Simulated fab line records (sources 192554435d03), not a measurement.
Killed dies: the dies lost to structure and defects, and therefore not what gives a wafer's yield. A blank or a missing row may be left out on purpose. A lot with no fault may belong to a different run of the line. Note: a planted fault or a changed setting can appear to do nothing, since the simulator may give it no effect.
fab line records    flow n5_finfet
[record] lots = 5  wafers = 15  last_day = 15
route steps=1938 shown GATE_CUT@491 BEOL_M4@1111
lots untouched by any fault: they come from a run of this same line in which no faults occurred
start_h: hours from the record's first day to the start of the lot's first wafer shown    wait_h: time in hours since the lot's previous step    " the same as in the row above    L1.1+2: one row covering several wafers at once    - no value, or no start given    * or withheld: withheld    < > ~ a bound
route shown NAME@n: names a module that has steps shown in the file, with the first one's number in the route    usual: the fault-free wafers' mean and standard deviation    same: alike in all rows    chamber/n: place in a boat    sites: readings site by site    _std_site: standard deviation of those values    _edge_site: inner sites' mean taken away from outer sites' mean    radius_mm: how far each site lies from the wafer's centre    mask NAME#n: copy n    behind: the tool/chamber that last shaped the wafer    hold: cause of the lot's hold/its duration in hours/its outcome    device: names the non-switching transistor (n, p or np)    end of line: the tests these same wafers got at the end of their route    a step without rows: its recipe alone    killed: the dies lost at the first sort to structure and to defects; this is not the yield of the wafer    map: shows each die of a wafer: x if killed, . if not, _ if none is there
set.NAME: the setting as run; set.NAME@STEP: as run at that earlier step    model.NAME: the simulator's own value behind a step, which no gauge read
lots at some steps of the route; a table a step, a row a wafer
services: when a tool's chamber went out of use (start_h, in hours from the record's first day, below 0 if earlier), for how many hours, and the reason
[[steps]]
[step N5_GATE_CUT_ETCH_28]
[recipe] chemistry = N2/H2  target = underlayer  target_depth_a = 130  mask_material = CAR-EUV  time_s = 10.4  ion_energy_ev = 200  pressure_mtorr = 30  source_w = 840  bias_w = 150  n2_flow_sccm = 200  h2_flow_sccm = 200  ends = cleared
[step N5_GATE_CUT_ETCH_36]
[recipe] chemistry = CF4  target = SiARC  target_depth_a = 130  mask_material = CAR-EUV  time_s = 21.7  ion_energy_ev = 80  pressure_mtorr = 40  source_w = 545  bias_w = 36  Ar_flow_sccm = 100  cf4_flow_sccm = 100  ends = cleared
[step N5_GATE_CUT_ETCH_37]
[recipe] chemistry = N2/H2  target = SOC  target_depth_a = 600  overetch_a = 120  mask_material = SiARC  temp_c = 40  time_s = 90  ion_energy_ev = 200  pressure_mtorr = 30  source_w = 840  bias_w = 150  n2_flow_sccm = 200  h2_flow_sccm = 200
[step N5_GATE_CUT_STRIP_38]
[recipe] chemistry = N2/H2  temp_c = 40  n2_flow_sccm = 200  h2_flow_sccm = 200  rf_frequency_hz = 6e+07
[step N5_GATE_CUT_STRIP_39]
[recipe] chemistry = N2/H2  temp_c = 40  n2_flow_sccm = 200  h2_flow_sccm = 200  rf_frequency_hz = 6e+07
[step N5_GATE_CUT_HM_OPEN_40]
[recipe] chemistry = C4F6/O2  target = SiO2  mask_material = SiARC  target_depth_a = 1390  time_s = 85.1  ion_energy_ev = 250  pressure_mtorr = 30  source_w = 345  bias_w = 185  Ar_flow_sccm = 300  C4F6_flow_sccm = 10  O2_flow_sccm = 10  ends = cleared
[step N5_GATE_CUT_STRIP_41]
[recipe] chemistry = CF4  resist = SiARC  power_w = 300  bias_power_w = 75  pressure_mtorr = 50  cf4_flow_sccm = 150  rf_frequency_hz = 6e+07
[step N5_GATE_CUT_STRIP_42]
[recipe] chemistry = O2  power_w = 400  temp_c = 40  pressure_mtorr = 30  rf_frequency_hz = 6e+07  bias_power_w = 0  overash_fraction = 0.3  o2_flow_sccm = 225
[step N5_GATE_CUT_ETCH_19]
[recipe] chemistry = CH3F/O2  target = SiNx  mask_material = SiO2  target_depth_a = 537  time_s = 76.7  pressure_mtorr = 30  source_w = 395  bias_w = 73  Ar_flow_sccm = 150  CH3F_flow_sccm = 30  O2_flow_sccm = 20  ion_energy_ev = 120  ends = cleared
[usual] CH3F_flow_sccm = 29.99/0.09  drypump_motor_current_A = 5.7/0.5  etch_rf_on_time_s = 76.9/1.2  oes_product_au = 0.68/0.075  rf_vpp_V = 295.8/2.4  showerhead_plenum_p_Torr = 2.01/0.073  throttle_valve_pct = 16.38/0.24
lot.wafer  tool         chamber  start_h  wait_h  CH3F_flow_sccm  drypump_motor_current_A  etch_rf_on_time_s  oes_product_au  rf_hours_counter_h  rf_vpp_V  showerhead_plenum_p_Torr  throttle_valve_pct
L619.4     rie_diel-02  0        108.82   0.0     29.84           5.1                      76.8               0.58            248                 290.5     1.89                      16.94
L619.5     "            0        "        "       29.79           5.1                      77.1               0.58            -                   288.9     1.89                      16.95
L619.6     "            1        "        "       29.91           5.6                      78.4               0.65            -                   295.8     2.08                      16.34
L621.3     rie_diel-05  2        121.66   0.0     29.91           5.4                      77.4               0.64            158                 298.3     2.00                      16.67
L621.4     "            3        "        "       30.17           5.7                      78.0               0.58            234                 294.6     1.89                      16.61
L621.5     "            3        "        "       30.00           5.7                      77.2               0.58            -                   292.7     1.89                      16.59
L622.1     rie_diel-02  3        140.91   0.0     29.94           6.5                      79.7               0.57            249                 297.5     2.05                      16.43
L622.3     "            1        "        "       29.93           5.6                      79.1               0.64            146                 294.1     2.08                      16.38
L622.6     "            2        "        "       29.94           5.1                      78.4               0.69            -                   295.2     1.94                      16.19
L623.1     rie_diel-06  3        143.71   0.0     29.82           6.6                      77.3               0.72            68                  293.4     1.94                      16.29
L623.2     "            1        "        "       30.10           5.5                      78.4               0.63            170                 295.7     1.92                      16.34
L623.6     "            1        "        "       30.00           5.5                      79.1               0.63            -                   294.8     1.92                      16.33
L629.1     rie_diel-02  0        170.36   0.0     30.01           5.1                      75.6               0.80            10                  293.9     2.13                      16.47
L629.2     "            1        "        "       29.87           5.6                      78.4               0.63            156                 294.2     2.07                      16.38
L629.6     "            2        "        "       29.91           5.1                      77.6               0.68            -                   294.0     1.94                      16.23
[step N5_GATE_CUT_CUT_ETCH_53]
[recipe] chemistry = SF6/Cl2  target = W  mask_material = SiO2  target_depth_a = 792  pressure_mtorr = 8  icp_w = 900  bias_w = 80  SF6_flow_sccm = 40  Cl2_flow_sccm = 60  ends = cleared
[usual] drypump_motor_current_A = 5.8/0.41  etch_rf_on_time_s = 26.2/0.35  he_backside_leak_sccm = 3.39/0.26  oes_product_au = 0.66/0.096  throttle_valve_pct = 28.86/0.12
lot.wafer  tool          chamber  start_h  wait_h  drypump_motor_current_A  etch_rf_on_time_s  he_backside_leak_sccm  oes_product_au  rf_hours_counter_h  throttle_valve_pct
L619.4     rie_metal-03  0        108.95   0.1     6.5                      26.1               3.33                   0.79            -                   28.75
L619.5     "             0        "        "       6.5                      26.2               3.21                   0.79            -                   28.75
L619.6     "             1        "        "       6.0                      26.5               3.28                   0.53            -                   29.05
L621.3     rie_metal-01  1        121.79   0.1     5.3                      26.0               3.77                   0.57            -                   28.71
L621.4     "             0        "        "       5.4                      25.9               3.31                   0.64            -                   28.89
L621.5     "             1        "        "       5.3                      26.1               3.75                   0.57            -                   28.73
L622.1     rie_metal-03  1        141.02   0.1     5.9                      25.9               3.11                   0.88            0                   28.71
L622.3     "             0        "        "       6.5                      26.2               3.51                   0.77            -                   28.75
L622.6     "             1        "        "       5.9                      25.9               3.13                   0.89            -                   28.71
L623.1     rie_metal-02  0        143.82   0.1     5.7                      27.0               3.19                   0.63            75                  29.03
L623.2     "             1        "        "       6.3                      26.3               3.27                   0.79            13                  28.78
L623.6     "             0        "        "       5.7                      27.3               3.17                   0.63            -                   29.02
L629.1     rie_metal-02  0        170.46   0.1     5.8                      26.8               3.20                   0.63            78                  29.05
L629.2     "             1        "        "       6.3                      26.1               3.31                   0.79            16                  28.78
L629.6     "             1        "        "       6.2                      26.2               3.38                   0.79            -                   28.80
[step N5_GATE_CUT_CUT_ETCH_54]
[recipe] chemistry = Cl2/BCl3  target = TiN  mask_material = SiO2  target_depth_a = 967  pressure_mtorr = 10  icp_w = 1000  bias_w = 126  Cl2_flow_sccm = 53.25  bcl3_flow_sccm = 21.75  Ar_flow_sccm = 25  ends = cleared
[step N5_GATE_CUT_CUT_ETCH_55]
[recipe] chemistry = BCl3  target = HfO2  mask_material = SiO2  target_depth_a = 32  ion_energy_ev = 30  pressure_mtorr = 5  icp_w = 450  bias_w = 18  bcl3_flow_sccm = 80
[usual] drypump_motor_current_A = 5.7/0.4  he_backside_leak_sccm = 3.4/0.35  oes_product_au = 0.72/0.11  throttle_valve_pct = 33.02/0.15
lot.wafer  tool          chamber  start_h  wait_h  drypump_motor_current_A  he_backside_leak_sccm  oes_product_au  rf_hours_counter_h  throttle_valve_pct
L619.4     rie_metal-03  0        109.06   0.0     6.5                      3.3                    0.87            -                   32.83
L619.5     "             0        "        "       6.5                      3.1                    0.87            -                   32.84
L619.6     "             1        "        "       5.9                      3.3                    0.59            -                   33.07
L621.3     rie_metal-01  1        121.90   0.0     5.3                      3.7                    0.62            -                   32.85
L621.4     "             0        "        "       5.4                      3.4                    0.70            -                   33.04
L621.5     "             1        "        "       5.3                      3.6                    0.62            -                   32.85
L622.1     rie_metal-03  1        141.14   0.0     5.9                      6.0                    0.98            0                   32.69
L622.3     "             0        "        "       6.5                      3.3                    0.85            -                   32.83
L622.6     "             1        "        "       5.9                      3.1                    0.98            -                   32.67
L623.1     rie_metal-02  0        143.94   0.0     5.7                      3.3                    0.71            75                  33.26
L623.2     "             1        "        "       6.2                      3.4                    0.88            13                  33.04
L623.6     "             0        "        "       5.7                      3.1                    0.70            -                   33.27
L629.1     rie_metal-02  0        170.58   0.0     5.7                      3.1                    0.71            78                  33.25
L629.2     "             1        "        "       6.3                      3.2                    0.88            16                  33.03
L629.6     "             1        "        "       6.3                      3.2                    0.88            -                   33.03
[step N5_GATE_CUT_ETCH_47]
[recipe] chemistry = Cl2/BCl3  target = SiO2  target_depth_a = 100  pressure_mtorr = 10  icp_w = 1000  bias_w = 126  Cl2_flow_sccm = 53.25  bcl3_flow_sccm = 21.75  Ar_flow_sccm = 25
[usual] drypump_motor_current_A = 5.8/0.4  he_backside_leak_sccm = 3.39/0.27  oes_product_au = 0.73/0.11  throttle_valve_pct = 22.75/0.12
lot.wafer  tool          chamber  start_h  wait_h  drypump_motor_current_A  he_backside_leak_sccm  oes_product_au  rf_hours_counter_h  throttle_valve_pct  model.etch.depth_nm  model.SiO2_of_GATE_CUT_HM_DEP_46.thk_nm
L619.4     rie_metal-03  0        109.09   0.0     6.5                      3.19                   0.87            -                   22.61               9.987                110
L619.5     "             0        "        "       6.5                      3.30                   0.88            -                   22.63               10.08                107.8
L619.6     "             1        "        "       6.0                      3.35                   0.59            -                   22.92               9.954                108.8
L621.3     rie_metal-01  1        121.93   0.0     5.3                      3.77                   0.62            -                   22.62               10.04                104.4
L621.4     "             0        "        "       5.4                      3.46                   0.70            -                   22.84               9.985                106
L621.5     "             1        "        "       5.3                      3.65                   0.63            -                   22.64               10.04                106.8
L622.1     rie_metal-03  1        141.17   0.0     5.9                      3.08                   0.98            0                   22.55               10.15                105.6
L622.3     "             0        "        "       6.5                      3.18                   0.84            -                   22.63               9.902                104.8
L622.6     "             1        "        "       5.9                      3.14                   0.97            -                   22.57               10.07                109
L623.1     rie_metal-02  0        143.97   0.0     5.7                      3.12                   0.71            75                  22.90               10.03                104.4
L623.2     "             1        "        "       6.3                      3.09                   0.89            13                  22.65               10.21                105.8
L623.6     "             0        "        "       5.8                      3.02                   0.71            -                   22.88               10.05                106.4
L629.1     rie_metal-02  0        170.61   0.0     5.8                      3.11                   0.91            78                  22.89               14.85                100.6
L629.2     "             1        "        "       6.2                      3.21                   0.87            16                  22.63               10.11                105.4
L629.6     "             1        "        "       6.3                      3.34                   0.87            -                   22.63               10.09                107
[step N5_GATE_CUT_VAPOR_ETCH_48]
[recipe] chemistry = BCl3/Cl2  target = TiN  mode = isotropic
[step N5_GATE_CUT_VAPOR_ETCH_49]
[recipe] chemistry = BCl3/Cl2  target = TiAlC  mode = isotropic
[step N5_GATE_CUT_VAPOR_ETCH_51]
[recipe] chemistry = BCl3/Cl2  target = HfO2  mode = isotropic
[step N5_GATE_CUT_STRIP_21]
[recipe] chemistry = N2/H2  time_s = 30  power_w = 1000  temp_c = 250  pressure_mtorr = withheld  n2_flow_sccm = 1750  h2_flow_sccm = 3250
[step N5_GATE_CUT_STRIP_29]
[recipe] chemistry = post_etch_residue_remover  time_s = 60  temp_c = 25  remover_ph = withheld  remover_water_wt_pct = withheld  remover_fluoride_wt_pct = withheld
[step N5_GATE_CUT_SRD_52]
[recipe] dry = ipa_marangoni  time_s = 30  temp_c = 23  rinse_liquid = diw
[step N5_GATE_CUT_ALD_22]
[recipe] material = SiNx  target_thk_a = 160  temp_c = 400  ald_precursor_family = SiH2I2  ald_co_reactant = N2/H2-plasma  pulse_time_s = 1  ald_cycles = 320  purge_time_s = 2  co_reactant_purge_time_s = 2  pressure_torr = 2
[usual] chamber_pressure_Torr = 2.000/0.0047  heater_power_w = 831/79  precursor_pulse_height_rel = 1.000/0.02
[same] ald_cycles = 320
lot.wafer  tool        chamber  start_h  wait_h  chamber_pressure_Torr  heater_power_w  precursor_pulse_height_rel
L619.4     ald_sin-04  2        110.10   0.8     2.000                  828             0.975
L619.5     "           0        "        "       1.995                  887             1.013
L619.6     "           3        "        "       2.005                  702             0.991
L621.3     ald_sin-03  2        122.22   0.0     1.999                  860             0.973
L621.4     "           0        "        "       2.002                  794             0.989
L621.5     "           0        "        "       1.997                  780             0.995
L622.1     ald_sin-03  1        141.46   0.0     1.999                  862             0.996
L622.3     "           0        "        "       2.000                  786             1.016
L622.6     "           1        "        "       1.996                  872             0.983
L623.1     ald_sin-01  3        144.67   0.4     1.998                  808             0.987
L623.2     "           1        "        "       2.000                  879             1.006
L623.6     "           3        "        "       2.004                  803             0.993
L629.1     ald_sin-04  3        171.39   0.5     2.002                  702             1.004
L629.2     "           0        "        "       1.998                  887             0.979
L629.6     "           3        "        "       2.004                  717             1.006
[step N5_GATE_CUT_CMP_23]
[recipe] stop_on = SiO2  t_overpolish_s = 23.4  post_cmp_clean = alkaline_brush  down_force_psi = 2.5  platen_rpm = 51.8  pad_velocity_m_s = 1.0307  target_thk_nm = 16
[usual] motor_current_A = 9.3/1  overpolish_run_s = 23.401/0.009  time_to_endpoint_s = 19.3/1.9
lot.wafer  tool    chamber  start_h  wait_h  motor_current_A  overpolish_run_s  time_to_endpoint_s  model.SiO2_of_GATE_CUT_HM_DEP_46.thk_nm
L619.4     cmp-04  0        111.02   0.2     8.3              23.385            18.3                108
L619.6     "       2        "        "       8.6              23.393            16.9                106.8
L619.5     "       3        "        "       9.6              23.394            18.8                105.6
L621.3     cmp-01  2        123.78   0.8     10.1             23.385            20.0                102.4
L621.4     "       3        "        "       9.4              23.400            20.4                103.8
L621.5     "       1        "        "       10.1             23.397            22.1                104.6
L622.3     cmp-04  2        142.99   0.8     8.2              23.400            21.0                102.8
L622.1     "       0        "        "       8.0              23.407            20.3                103.4
L622.6     "       2        "        "       7.7              23.402            16.1                107
L623.1     cmp-04  2        146.16   0.8     8.2              23.404            17.7                102.4
L623.2     "       1        "        "       10.3             23.414            20.4                103.6
L623.6     "       3        "        "       9.3              23.405            18.1                104.4
L629.2     cmp-02  2        172.92   0.8     7.7              23.394            20.7                103.4
L629.1     "       0        "        "       8.3              23.394            16.0                98.4
L629.6     "       1        "        "       9.4              23.416            17.2                105
[step N5_GATE_CUT_THK_MEAS_24]
[recipe] reads = SiO2_of_GATE_CUT_HM_DEP_46+SiO2_flowable_of_ILD0_FCVD_FILL_01
[usual] GC_FILL_THK = 219.4/2
lot.wafer  tool           chamber  start_h  wait_h  GC_FILL_THK[nm]
L619.4     film_metro-02  -        111.24   -       223.8
L619.5     "              -        "        "       221.6
L619.6     "              -        "        "       222.3
L621.3     film_metro-02  -        124.00   -       217.5
L621.4     "              -        "        "       219.4
L621.5     "              -        "        "       220.8
L622.1     film_metro-01  -        143.25   -       218.1
L622.3     "              -        "        "       219.5
L622.6     "              -        "        "       222.5
L623.1     film_metro-01  -        146.45   -       217.4
L623.2     "              -        "        "       219.2
L623.6     "              -        "        "       221.1
L629.1     film_metro-02  -        173.18   -       212.6
L629.2     "              -        "        "       218.2
L629.6     "              -        "        "       220.0
[step N5_GATE_CUT_CMP_43]
[recipe] material = SiO2  post_cmp_clean = rinse_only
[usual] motor_current_A = 12.5/1.4
lot.wafer  tool    chamber  start_h  wait_h  motor_current_A
L619.4     cmp-04  1        111.27   0.0     14.3
L619.5     "       1        "        "       13.8
L619.6     "       2        "        "       11.1
L621.3     cmp-02  1        124.11   0.1     11.8
L621.4     "       2        "        "       10.9
L621.5     "       0        "        "       11.2
L622.3     cmp-04  3        143.28   0.0     11.8
L622.1     "       0        "        "       11.3
L622.6     "       0        "        "       11.0
L623.1     cmp-04  1        146.56   0.1     14.3
L623.2     "       3        "        "       11.9
L623.6     "       0        "        "       10.7
L629.2     cmp-01  2        173.37   0.2     13.6
L629.1     "       3        "        "       12.2
L629.6     "       1        "        "       12.8
[step N5_BEOL_M4_RC_MEAS_101]
[usual] DIBL_N = 36.3/1.2  DIBL_P = 36.7/1.5  IOFF_N = 0.164/0.02  IOFF_P = 0.214/0.024  ION_N = 673/8.5  ION_P = 461/5.9  SS_N = 71.6/0.44  SS_P = 73.3/0.55  VT_N = 249.4/2.4  VT_P = -250.0/2.3
lot.wafer  tool       chamber  start_h  wait_h  DIBL_N[mV/V]  DIBL_P[mV/V]  IOFF_N[nA/um]  IOFF_P[nA/um]  ION_N[uA/um]  ION_P[uA/um]  SS_N[mV/dec]  SS_P[mV/dec]  VT_N[mV]  VT_P[mV]
L619.4     prober-01  0        189.46   0.5     33.7          33.1          0.113          0.149          659           450           71.1          72.2          256.6     -254.5
L619.5     "          0        "        "       36.2          36.5          0.157          0.192          671           459           71.8          72.8          252.7     -252.7
L619.6     "          0        "        "       36.8          36.6          0.163          0.192          671           454           71.8          73.9          252.7     -250.6
L621.3     prober-01  0        203.97   0.3     36.2          36.6          0.152          0.224          671           470           71.6          73.2          250.0     -247.6
L621.4     "          0        "        "       36.2          35.8          0.153          0.211          678           462           70.7          73.6          248.5     -249.2
L621.5     "          0        "        "       36.8          36.6          0.164          0.228          670           464           71.2          73.3          248.7     -245.8
L622.1     prober-02  0        225.24   0.0     36.0          37.4          0.166          0.229          679           463           72.2          74.2          249.7     -249.9
L622.3     "          0        "        "       35.3          35.4          0.146          0.194          658           452           71.1          73.0          253.7     -250.4
L622.6     "          0        "        "       35.4          36.6          0.150          0.206          672           463           71.9          73.8          250.6     -251.1
L623.1     prober-01  0        233.70   0.0     35.2          36.6          0.156          0.211          676           465           70.9          72.7          247.4     -249.8
L623.2     "          0        "        "       35.7          36.8          0.159          0.204          677           457           71.3          73.1          248.4     -252.8
L623.6     "          0        "        "       35.8          37.0          0.169          0.213          676           459           71.2          72.8          249.8     -250.5
L629.1     prober-01  0        253.74   0.0     37.5          37.5          0.181          0.254          683           468           71.5          74.0          249.3     -248.8
L629.2     "          0        "        "       36.3          35.7          0.156          0.210          676           464           71.6          72.7          251.2     -250.6
L629.6     "          0        "        "       35.3          34.9          0.148          0.198          665           457           71.4          72.8          251.6     -251.7
[[services]]
tool          chamber  start_h  hours  kind
ald_sin-04    -        85.12    6.0    pm
ald_sin-03    -        85.46    14.0   pm
rie_diel-05   3        87.43    14.2   repair
rie_diel-02   0        89.49    2.7    repair
rie_metal-02  -        101.95   14.6   pm
rie_diel-06   1        113.05   1.8    repair
rie_diel-02   2        113.09   5.5    repair
ald_sin-04    2        114.10   2.2    repair
ald_sin-03    -        114.28   0.5    repair
rie_diel-02   3        114.85   2.7    repair
rie_diel-02   0        118.74   -      clean
rie_metal-03  1        119.63   -      clean
rie_metal-03  1        119.63   18.1   scheduled_down
rie_metal-03  1        119.63   18.1   vent_cycle
ald_sin-03    -        132.48   2.8    pm
rie_diel-05   0        134.07   5.7    repair
ald_sin-04    -        136.39   2.8    pm
cmp-02        -        142.18   7.5    pm
rie_metal-03  -        144.48   14.6   pm
cmp-02        -        153.77   4.0    pm
ald_sin-01    -        159.36   2.8    pm
ald_sin-01    -        163.98   6.0    pm
cmp-04        -        166.09   6.3    pm
ald_sin-03    -        166.32   13.6   repair
[[key]]
[first_sign] step = N5_GATE_CUT_THK_MEAS_24  reading = GC_FILL_THK  direction = down  sigmas = 3.5  usual = 219.4  struck = 212.6
effect none on later readings
[model_effect] step = N5_GATE_CUT_ETCH_47  value = etch.depth_nm  without = 9.988  struck = 14.85
[model_effect] step = N5_GATE_CUT_CMP_23  value = SiO2_of_GATE_CUT_HM_DEP_46.thk_nm  without = 103.2  struck = 98.4
met_at N5_GATE_CUT_ETCH_47
struck_wafers L629.1
onset_between 143.97 170.61
[fault] kind = process_parameter_drift  tool = rie_metal-02  chamber = -  onset_h = 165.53  steps = N5_GATE_CUT_ETCH_47  channel = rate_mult  offset = 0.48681  shape = step  end_h = 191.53  scope = struck_wafers_only
